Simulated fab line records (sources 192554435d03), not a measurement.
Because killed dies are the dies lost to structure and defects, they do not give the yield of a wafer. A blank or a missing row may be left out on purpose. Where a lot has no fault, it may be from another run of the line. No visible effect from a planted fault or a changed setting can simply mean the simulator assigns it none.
Lot-split experiment / flow n5-finfet / 39 wafers read across 7 lots, on a route 1938 steps long

== THE SPLIT ITSELF ==
At N5_BEOL_M14_ETCH_68 (etches SOC in N2/H2, time 450 s), the setting time-s was moved away from the recipe's 450 s on 9 of the 39 wafers read, by -52.2% to -24.2%. The other wafers ran this setting at the recipe's value.

The reading is taken at the split's own step.

== THE READING ==
SiARC_of_BEOL_M14_COAT_66.thk-nm (the simulator's own value, which no gauge read), in nm, at N5_BEOL_M14_ETCH_68 (etches SOC in N2/H2, time 450 s). No usual value for it is given in the file. Average 65.2 nm, standard deviation 0.56 nm, over the 30 wafers here run with the recipe.

wafer=L078.1; tool, chamber at the split=rie-diel-03, 1,3,2; time-s as run, s=238.8; against the recipe=-46.9%; SiARC_of_BEOL_M14_COAT_66.thk-nm, nm=86.2; against lot-mates on the recipe=+21.0
wafer=L078.4; tool, chamber at the split=rie-diel-03, 1,3,2; time-s as run, s=238.8; against the recipe=-46.9%; SiARC_of_BEOL_M14_COAT_66.thk-nm, nm=86.2; against lot-mates on the recipe=+21.0
wafer=L078.5; tool, chamber at the split=rie-diel-03, 1,3,2; time-s as run, s=238.8; against the recipe=-46.9%; SiARC_of_BEOL_M14_COAT_66.thk-nm, nm=86.2; against lot-mates on the recipe=+21.0
wafer=L078.2; tool, chamber at the split=rie-diel-03, 2; time-s as run, s=450; against the recipe=recipe; SiARC_of_BEOL_M14_COAT_66.thk-nm, nm=64.6; against lot-mates on the recipe=-
wafer=L078.3; tool, chamber at the split=rie-diel-03, 3; time-s as run, s=450; against the recipe=recipe; SiARC_of_BEOL_M14_COAT_66.thk-nm, nm=65.6; against lot-mates on the recipe=-
wafer=L078.6; tool, chamber at the split=rie-diel-03, 1; time-s as run, s=450; against the recipe=recipe; SiARC_of_BEOL_M14_COAT_66.thk-nm, nm=65.4; against lot-mates on the recipe=-
wafer=L081.1; tool, chamber at the split=rie-diel-01, 1; time-s as run, s=450; against the recipe=recipe; SiARC_of_BEOL_M14_COAT_66.thk-nm, nm=64.8; against lot-mates on the recipe=-
wafer=L081.2; tool, chamber at the split=rie-diel-01, 0; time-s as run, s=450; against the recipe=recipe; SiARC_of_BEOL_M14_COAT_66.thk-nm, nm=65.2; against lot-mates on the recipe=-
wafer=L081.3; tool, chamber at the split=rie-diel-01, 3; time-s as run, s=450; against the recipe=recipe; SiARC_of_BEOL_M14_COAT_66.thk-nm, nm=64.2; against lot-mates on the recipe=-
wafer=L081.4; tool, chamber at the split=rie-diel-01, 2; time-s as run, s=450; against the recipe=recipe; SiARC_of_BEOL_M14_COAT_66.thk-nm, nm=64.4; against lot-mates on the recipe=-
wafer=L081.5; tool, chamber at the split=rie-diel-01, 3,2; time-s as run, s=450; against the recipe=recipe; SiARC_of_BEOL_M14_COAT_66.thk-nm, nm=64.6; against lot-mates on the recipe=-
wafer=L081.6; tool, chamber at the split=rie-diel-01, 3,2; time-s as run, s=450; against the recipe=recipe; SiARC_of_BEOL_M14_COAT_66.thk-nm, nm=64.6; against lot-mates on the recipe=-
wafer=L082.1; tool, chamber at the split=rie-diel-03, 3; time-s as run, s=450; against the recipe=recipe; SiARC_of_BEOL_M14_COAT_66.thk-nm, nm=66.2; against lot-mates on the recipe=-
wafer=L082.2; tool, chamber at the split=rie-diel-03, 1,0; time-s as run, s=450; against the recipe=recipe; SiARC_of_BEOL_M14_COAT_66.thk-nm, nm=65.6; against lot-mates on the recipe=-
wafer=L082.3; tool, chamber at the split=rie-diel-03, 1,0; time-s as run, s=450; against the recipe=recipe; SiARC_of_BEOL_M14_COAT_66.thk-nm, nm=65.6; against lot-mates on the recipe=-
wafer=L082.4; tool, chamber at the split=rie-diel-03, 2; time-s as run, s=450; against the recipe=recipe; SiARC_of_BEOL_M14_COAT_66.thk-nm, nm=64.8; against lot-mates on the recipe=-
wafer=L082.6; tool, chamber at the split=rie-diel-03, 2; time-s as run, s=450; against the recipe=recipe; SiARC_of_BEOL_M14_COAT_66.thk-nm, nm=64.8; against lot-mates on the recipe=-
wafer=L082.5; tool, chamber at the split=rie-diel-03, 1; time-s as run, s=450; against the recipe=recipe; SiARC_of_BEOL_M14_COAT_66.thk-nm, nm=65.2; against lot-mates on the recipe=-
wafer=L084.1; tool, chamber at the split=rie-diel-03, 2; time-s as run, s=215.1; against the recipe=-52.2%; SiARC_of_BEOL_M14_COAT_66.thk-nm, nm=88.6; against lot-mates on the recipe=+23.0
wafer=L084.2; tool, chamber at the split=rie-diel-03, 3,1; time-s as run, s=450; against the recipe=recipe; SiARC_of_BEOL_M14_COAT_66.thk-nm, nm=66; against lot-mates on the recipe=-
wafer=L084.4; tool, chamber at the split=rie-diel-03, 3,1; time-s as run, s=450; against the recipe=recipe; SiARC_of_BEOL_M14_COAT_66.thk-nm, nm=66; against lot-mates on the recipe=-
wafer=L084.3; tool, chamber at the split=rie-diel-03, 0; time-s as run, s=215.1; against the recipe=-52.2%; SiARC_of_BEOL_M14_COAT_66.thk-nm, nm=89.2; against lot-mates on the recipe=+23.6
wafer=L084.5; tool, chamber at the split=rie-diel-03, 2; time-s as run, s=450; against the recipe=recipe; SiARC_of_BEOL_M14_COAT_66.thk-nm, nm=64.8; against lot-mates on the recipe=-
wafer=L084.6; tool, chamber at the split=rie-diel-03, 1; time-s as run, s=215.1; against the recipe=-52.2%; SiARC_of_BEOL_M14_COAT_66.thk-nm, nm=89.4; against lot-mates on the recipe=+23.8
wafer=L093.1; tool, chamber at the split=rie-diel-01, 3; time-s as run, s=450; against the recipe=recipe; SiARC_of_BEOL_M14_COAT_66.thk-nm, nm=65.6; against lot-mates on the recipe=-
wafer=L093.2; tool, chamber at the split=rie-diel-01, 0; time-s as run, s=450; against the recipe=recipe; SiARC_of_BEOL_M14_COAT_66.thk-nm, nm=65.8; against lot-mates on the recipe=-
wafer=L093.3; tool, chamber at the split=rie-diel-01, 1; time-s as run, s=450; against the recipe=recipe; SiARC_of_BEOL_M14_COAT_66.thk-nm, nm=65; against lot-mates on the recipe=-
wafer=L093.4; tool, chamber at the split=rie-diel-01, 2,3; time-s as run, s=450; against the recipe=recipe; SiARC_of_BEOL_M14_COAT_66.thk-nm, nm=65.2; against lot-mates on the recipe=-
wafer=L093.6; tool, chamber at the split=rie-diel-01, 2,3; time-s as run, s=450; against the recipe=recipe; SiARC_of_BEOL_M14_COAT_66.thk-nm, nm=65.2; against lot-mates on the recipe=-
wafer=L093.5; tool, chamber at the split=rie-diel-01, 0; time-s as run, s=450; against the recipe=recipe; SiARC_of_BEOL_M14_COAT_66.thk-nm, nm=66; against lot-mates on the recipe=-
wafer=L096.1; tool, chamber at the split=rie-diel-05, 0,3; time-s as run, s=450; against the recipe=recipe; SiARC_of_BEOL_M14_COAT_66.thk-nm, nm=64.4; against lot-mates on the recipe=-
wafer=L096.4; tool, chamber at the split=rie-diel-05, 0,3; time-s as run, s=450; against the recipe=recipe; SiARC_of_BEOL_M14_COAT_66.thk-nm, nm=64.4; against lot-mates on the recipe=-
wafer=L096.6; tool, chamber at the split=rie-diel-05, 0; time-s as run, s=450; against the recipe=recipe; SiARC_of_BEOL_M14_COAT_66.thk-nm, nm=64.6; against lot-mates on the recipe=-
wafer=L095.1; tool, chamber at the split=rie-diel-01, 0,1; time-s as run, s=450; against the recipe=recipe; SiARC_of_BEOL_M14_COAT_66.thk-nm, nm=65.6; against lot-mates on the recipe=-
wafer=L095.4; tool, chamber at the split=rie-diel-01, 0,1; time-s as run, s=450; against the recipe=recipe; SiARC_of_BEOL_M14_COAT_66.thk-nm, nm=65.6; against lot-mates on the recipe=-
wafer=L095.2; tool, chamber at the split=rie-diel-01, 3; time-s as run, s=341.2; against the recipe=-24.2%; SiARC_of_BEOL_M14_COAT_66.thk-nm, nm=76.4; against lot-mates on the recipe=+11.0
wafer=L095.3; tool, chamber at the split=rie-diel-01, 2; time-s as run, s=450; against the recipe=recipe; SiARC_of_BEOL_M14_COAT_66.thk-nm, nm=65; against lot-mates on the recipe=-
wafer=L095.5; tool, chamber at the split=rie-diel-01, 3; time-s as run, s=341.2; against the recipe=-24.2%; SiARC_of_BEOL_M14_COAT_66.thk-nm, nm=76.8; against lot-mates on the recipe=+11.4
wafer=L095.6; tool, chamber at the split=rie-diel-01, 0; time-s as run, s=341.2; against the recipe=-24.2%; SiARC_of_BEOL_M14_COAT_66.thk-nm, nm=76.2; against lot-mates on the recipe=+10.8
When a row names more than one chamber, that row covers several wafers, and the file does not tell which wafer ran in which chamber.

FIT RESULTS
A straight line over all 39 wafers: SiARC_of_BEOL_M14_COAT_66.thk-nm changes by -0.455 nm for each +1% of time-s; r = -1.00; the points scatter about the line by 0.53 nm.
The same after taking each lot's own level away (the mean of its wafers on the recipe; 39 wafers): -0.449 nm for each +1%; r = -1.00; scatter 0.38 nm.
According to that fit, moving time-s by its largest amount changes the reading by 23 nm.
The lots' own levels span 64.47 to 65.60 nm, that is 2.0 times the standard deviation above.
Hence the lot-to-lot level has little effect on the slope; both slopes agree.
Check: +23.6 nm against its lot-mates is what the line predicts for one of the wafers moved furthest among these (-52.2%) when that wafer is left out of the fit. Against them it came out at +23 nm.

== OTHER SPLITS ON THESE WAFERS ==
Note: prior to the reading, these wafers also went through further splits. Each is held against what the fit with the lots' levels taken away leaves over:
other split on the same wafers=N5_BEOL_M7_ILD_DEP_00 target-thk-a; wafers away from the commonest value=18; r with SiARC_of_BEOL_M14_COAT_66.thk-nm (lot level and that fit taken away)=-0.05
other split on the same wafers=N5_BEOL_M9_ILD_DEP_00 target-thk-a; wafers away from the commonest value=12; r with SiARC_of_BEOL_M14_COAT_66.thk-nm (lot level and that fit taken away)=+0.19
other split on the same wafers=N5_BEOL_M10_ILD_DEP_00 target-thk-a; wafers away from the commonest value=9; r with SiARC_of_BEOL_M14_COAT_66.thk-nm (lot level and that fit taken away)=+0.02
other split on the same wafers=N5_BEOL_M11_VIA_ETCH_34 time-s; wafers away from the commonest value=12; r with SiARC_of_BEOL_M14_COAT_66.thk-nm (lot level and that fit taken away)=-0.11

== THE FILE'S OWN FIT ==
SiARC_of_BEOL_M14_COAT_66.thk-nm changes by -0.45 nm for each +1% of time-s, r = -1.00.
